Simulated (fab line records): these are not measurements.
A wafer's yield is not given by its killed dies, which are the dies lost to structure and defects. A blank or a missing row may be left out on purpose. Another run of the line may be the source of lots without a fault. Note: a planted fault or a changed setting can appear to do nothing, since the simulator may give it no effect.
Chamber matching -- flow n5_finfet -- N5_BEOL_M5_CURE_80 on uv_cure-03 has 3 sister chambers
The step cures SiCOH lowk, time 120 s. 6 wafers are shown with their chamber, then 8 later ones without.

## WAFERS, EACH WITH ITS CHAMBER
wafer,chamber,wafer_temp_C_max,lamp_power_pct (%)
L085.4,2,371.9,52.35
L085.6,2,371.9,52.28
L089.4,1,370.8,52.31
L094.4,0,371.6,52.20
L094.5,0,371.3,52.33
L096.1,1,371.3,52.37

## WAFERS WHOSE CHAMBER IS MISSING
wafer,wafer_temp_C_max,lamp_power_pct (%)
L096.3,371.1,52.32
L096.4,371.3,52.29
L097.1,371.4,52.34
L097.2,370.6,52.27
L097.3,370.6,52.31
L097.4,370.7,52.30
L097.5,370.8,52.28
L097.6,370.8,52.32

## THE CHAMBER EACH PASSED THROUGH
wafer,from the rows above,in truth
L096.3,can't be placed: 1 or 0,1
L096.4,can't be placed: 0 or 1 or 2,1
L097.1,can't be placed: 0 or 1 or 2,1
L097.2,can't be placed: 1 or 0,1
L097.3,can't be placed: 1 or 0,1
L097.4,can't be placed: 1 or 0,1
L097.5,can't be placed: 1 or 0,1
L097.6,can't be placed: 1 or 0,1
Placed correctly: 0 of 8. Can't be placed from these rows: 8 (the true chamber is among the candidates in 8). 0 placed wrongly.
How it was worked out, from the rows above alone: a wafer's distance from a chamber is the root of the sum, over the readings, of the square of ((its reading less the chamber's mean) divided by the reading's scatter). If the next closest chamber is less than 2 further off than the closest, the wafer can't be placed; otherwise it belongs to the closest. For every chamber, the mean is computed from those of its wafers that are shown. The scatter is the square root of a quotient: the sum, over the shown wafers, of each reading's squared deviation from its chamber's mean, divided by wafers minus chambers.
